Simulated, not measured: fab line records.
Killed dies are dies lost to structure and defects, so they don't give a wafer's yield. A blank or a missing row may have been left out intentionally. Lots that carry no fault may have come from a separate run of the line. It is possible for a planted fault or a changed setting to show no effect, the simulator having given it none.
What tool caused it? + flow nandHarc + 45 wafers from 15 lots sampled at 4 of the route's 1159 steps

== WHAT EACH GAUGE READ, for each wafer ==
The record holds no reading of a measuring or inspecting step that can be judged against a usual standard deviation.

== TOOL THAT RAN EACH LOT (tool first, then ch and the chambers of the sampled wafers, then the start) ==
| lot  | NHARC_A_STAIRCASE_TRIM_193                   | NHARC_A_STAIRCASE_ETCH_197                   | NHARC_A_STAIRCASE_EXPOSE_214     | NHARC_A_STAIRCASE_ETCH_221    |
|------|----------------------------------------------|----------------------------------------------|----------------------------------|-------------------------------|
| L791 | rieDiel-04 ch 0,1,3, day 10 21:31 or earlier | rieDiel-02 ch 0,2,3, day 10 21:31 or earlier | krfScanner-02 ch 0, day 10 21:31 | rieDiel-02 ch 0,2,3, no start |
| L790 | rieDiel-04 ch 1,2,3, day 11 04:49 or earlier | rieDiel-04 ch 0,1, day 11 04:49 or earlier   | krfScanner-03 ch 0, day 11 04:49 | rieDiel-01 ch 0,2,3, no start |
| L792 | rieDiel-04 ch 1,2, day 11 16:53 or earlier   | rieDiel-02 ch 0,1,3, day 11 16:53 or earlier | krfScanner-03 ch 0, day 11 16:53 | rieDiel-01 ch 0,1,3, no start |
| L793 | rieDiel-01 ch 0,3, day 11 17:11 or earlier   | rieDiel-02 ch 0,1,3, day 11 17:11 or earlier | krfScanner-03 ch 0, day 11 17:11 | rieDiel-01 ch 2,3, no start   |
| L796 | rieDiel-02 ch 1,2,3, day 12 17:28 or earlier | rieDiel-02 ch 1,2,3, day 12 17:28 or earlier | krfScanner-03 ch 0, day 12 17:28 | rieDiel-04 ch 0,3, no start   |
| L797 | rieDiel-01 ch 0,2,3, day 13 10:01 or earlier | rieDiel-02 ch 1,3, day 13 10:01 or earlier   | krfScanner-02, day 13 10:01      | rieDiel-04 ch 0,1,2, no start |
| L799 | rieDiel-01 ch 0,2,3, day 13 10:22 or earlier | rieDiel-02 ch 1,2, day 13 10:22 or earlier   | krfScanner-03, day 13 10:22      | rieDiel-04 ch 0,1, no start   |
| L800 | rieDiel-02 ch 1,2,3, day 13 19:35 or earlier | rieDiel-02 ch 0,2, day 13 19:35 or earlier   | krfScanner-01, day 13 19:35      | rieDiel-02 ch 1,2,3, no start |
| L801 | rieDiel-02 ch 2,3, day 14 08:58 or earlier   | rieDiel-02 ch 1,3, day 14 08:58 or earlier   | krfScanner-02 ch 0, day 14 08:58 | rieDiel-02 ch 0,1, no start   |
| L805 | rieDiel-04 ch 0,1, day 14 20:00 or earlier   | rieDiel-04 ch 1,2,3, day 14 20:00 or earlier | krfScanner-03 ch 0, day 14 20:00 | rieDiel-01 ch 0,1,3, no start |
| L807 | rieDiel-01 ch 0,1,2, day 15 03:43 or earlier | rieDiel-01 ch 1,2, day 15 03:43 or earlier   | krfScanner-02 ch 0, day 15 03:43 | rieDiel-02 ch 1,2,3, no start |
| L810 | rieDiel-01 ch 1,2, day 16 08:55 or earlier   | rieDiel-01 ch 0,1,2, day 16 08:55 or earlier | krfScanner-02 ch 0, day 16 08:55 | rieDiel-02 ch 0,1,2, no start |
| L811 | rieDiel-02 ch 0,1,2, day 16 09:19 or earlier | rieDiel-01 ch 1,2, day 16 09:19 or earlier   | krfScanner-01 ch 0, day 16 09:19 | rieDiel-01 ch 0,1, no start   |
| L812 | rieDiel-01 ch 1,2, day 16 15:28 or earlier   | rieDiel-01 ch 0,3, day 16 15:28 or earlier   | krfScanner-01 ch 0, day 16 15:28 | rieDiel-04 ch 0,1,3, no start |
| L813 | rieDiel-02 ch 1,2,3, day 16 18:02 or earlier | rieDiel-02 ch 0,1,3, day 16 18:02 or earlier | krfScanner-01 ch 0, day 16 18:02 | rieDiel-01 ch 1,2,3, no start |
- NHARC_A_STAIRCASE_TRIM_193: chemistry O2, time 211.2 s.
- NHARC_A_STAIRCASE_ETCH_197: etches the open film in C4F8/O2, target depth 100 nm, time 40.5 s.
- NHARC_A_STAIRCASE_EXPOSE_214: exposes mask STAIR 3.
- NHARC_A_STAIRCASE_ETCH_221: etches the open film in C4F8/O2, target depth 100 nm, time 40.5 s.

== AS READ BY THE TOOLS THEMSELVES (means over the sampled wafers that have a number; for cases with no such wafer, the mark the record gives instead) ==
NHARC_A_STAIRCASE_TRIM_193.
| lot  | tool       | drypumpMotorCurrentA (A) | mfcArSccm (sccm) | oesProductAu (a.u.) | rfVppV (V) | showerheadPlenumPTorr (Torr) | throttleValvePct (%) |
|------|------------|--------------------------|------------------|---------------------|------------|------------------------------|----------------------|
| L791 | rieDiel-04 | 5.5                      | 0.012            | 1.001               | 57.5       | 3.62                         | 17.035               |
| L790 | rieDiel-04 | 5.7                      | 0.018            | 1.001               | 57.3       | 3.54                         | 17.047               |
| L792 | rieDiel-04 | 5.8                      | 0.026            | 0.996               | 57.6       | 3.54                         | 17.037               |
| L793 | rieDiel-01 | 5.5                      | 0.010            | 0.986               | 57.7       | 3.54                         | 17.041               |
| L796 | rieDiel-02 | 5.8                      | 0.007            | 1.004               | 58.2       | 3.33                         | 17.036               |
| L797 | rieDiel-01 | 5.6                      | 0.010            | 1.005               | 57.7       | 3.52                         | 17.047               |
| L799 | rieDiel-01 | 5.7                      | 0.010            | 1.002               | 57.1       | 3.52                         | 17.028               |
| L800 | rieDiel-02 | 5.8                      | 0.007            | 0.991               | 57.6       | 3.32                         | 17.039               |
| L801 | rieDiel-02 | 5.6                      | 0.004            | 0.990               | 58.1       | 3.28                         | 17.030               |
| L805 | rieDiel-04 | 5.7                      | 0.021            | 1.003               | 58.6       | 3.61                         | 17.034               |
| L807 | rieDiel-01 | 5.8                      | 0.006            | 0.997               | 57.9       | 3.65                         | 17.040               |
| L810 | rieDiel-01 | 5.6                      | 0.013            | 1.005               | 57.7       | 3.70                         | 17.032               |
| L811 | rieDiel-02 | 6.1                      | 0.003            | 1.001               | 57.7       | 3.48                         | 17.045               |
| L812 | rieDiel-01 | 5.6                      | 0.013            | 1.010               | 58.2       | 3.70                         | 17.032               |
| L813 | rieDiel-02 | 5.8                      | 0.007            | 1.007               | 58.6       | 3.49                         | 17.035               |

NHARC_A_STAIRCASE_ETCH_197.
| lot  | tool       | oesProductAu (a.u.) | rfVppV (V) |
|------|------------|---------------------|------------|
| L791 | rieDiel-02 | 0.939               | 888        |
| L790 | rieDiel-04 | 0.944               | 901        |
| L792 | rieDiel-02 | 0.959               | 890        |
| L793 | rieDiel-02 | 0.948               | 889        |
| L796 | rieDiel-02 | 0.933               | 888        |
| L797 | rieDiel-02 | 0.965               | 889        |
| L799 | rieDiel-02 | 0.928               | 888        |
| L800 | rieDiel-02 | 0.921               | 886        |
| L801 | rieDiel-02 | 0.920               | 890        |
| L805 | rieDiel-04 | 0.921               | 896        |
| L807 | rieDiel-01 | 0.943               | 902        |
| L810 | rieDiel-01 | 0.938               | 900        |
| L811 | rieDiel-01 | 0.952               | 903        |
| L812 | rieDiel-01 | 0.937               | 892        |
| L813 | rieDiel-02 | 0.955               | 888        |

NHARC_A_STAIRCASE_EXPOSE_214.
| lot  | tool          | exposureDoseMJCm2 | focusOffsetNm (nm) |
|------|---------------|-------------------|--------------------|
| L791 | krfScanner-02 | 31.29             | 0.1                |
| L790 | krfScanner-03 | 31.25             | -0.6               |
| L792 | krfScanner-03 | 31.27             | 0.8                |
| L793 | krfScanner-03 | 31.25             | -0.8               |
| L796 | krfScanner-03 | 31.25             | 0.6                |
| L797 | krfScanner-02 | -                 | -                  |
| L799 | krfScanner-03 | -                 | -                  |
| L800 | krfScanner-01 | -                 | -                  |
| L801 | krfScanner-02 | 31.30             | 0.2                |
| L805 | krfScanner-03 | 31.26             | 0.3                |
| L807 | krfScanner-02 | 31.29             | 0.1                |
| L810 | krfScanner-02 | 31.24             | -1.1               |
| L811 | krfScanner-01 | 31.30             | -0.6               |
| L812 | krfScanner-01 | 31.24             | 0.3                |
| L813 | krfScanner-01 | 31.26             | -0.2               |

NHARC_A_STAIRCASE_ETCH_221.
| lot  | tool       | oesProductAu (a.u.) | rfVppV (V) |
|------|------------|---------------------|------------|
| L791 | rieDiel-02 | 0.923               | 886        |
| L790 | rieDiel-01 | 0.928               | 897        |
| L792 | rieDiel-01 | 0.929               | 898        |
| L793 | rieDiel-01 | 0.926               | 896        |
| L796 | rieDiel-04 | 0.915               | 899        |
| L797 | rieDiel-04 | 0.931               | 897        |
| L799 | rieDiel-04 | 0.930               | 900        |
| L800 | rieDiel-02 | 0.911               | 888        |
| L801 | rieDiel-02 | 0.935               | 889        |
| L805 | rieDiel-01 | 0.924               | 898        |
| L807 | rieDiel-02 | 0.952               | 894        |
| L810 | rieDiel-02 | 0.944               | 894        |
| L811 | rieDiel-01 | 0.946               | 900        |
| L812 | rieDiel-04 | 0.932               | 898        |
| L813 | rieDiel-01 | 0.926               | 897        |

== THE ANSWER, worked out from the rows above alone ==
Rule: the usual values come from the lots themselves. The widest of any qualifying gaps counts: lots, ordered by their means at a reading, are off when they make up no more than a third of the lots, leave a main group of 4 or more, and stand apart from it by 3 or more times the standard deviation of that group's means. The tables above print the reading to a certain number of digits; a main group whose means all agree to those digits is not used. Also off: a lot with no number at a reading for which 4 or more lots have one. The other lots that the step has rows for count as sound. Order of review: gauges by route order, followed by the tools' own readings, for which a lot's mean as printed above is used. At the first step where some lot is off, the reading lying furthest off is the one used; lots without a number count as furthest.
Off: L797, L799, L800, at NHARC_A_STAIRCASE_EXPOSE_214 (exposureDoseMJCm2). Without a number there: L797, L799, L800. Main group: mean 31.27, sd 0.022.
A tool fits if, at that step or a process step before it, it ran every lot that is off, and no sound lot after the first of them. Because NHARC_A_STAIRCASE_TRIM_193 lacks a start for some lots, the hours and order of its lots are taken from NHARC_A_STAIRCASE_EXPOSE_214. Because NHARC_A_STAIRCASE_ETCH_197 lacks a start for some lots, the hours and order of its lots are taken from NHARC_A_STAIRCASE_EXPOSE_214. Not one of the candidates tried fits.

== WHAT THE SIMULATOR PUT IN ==
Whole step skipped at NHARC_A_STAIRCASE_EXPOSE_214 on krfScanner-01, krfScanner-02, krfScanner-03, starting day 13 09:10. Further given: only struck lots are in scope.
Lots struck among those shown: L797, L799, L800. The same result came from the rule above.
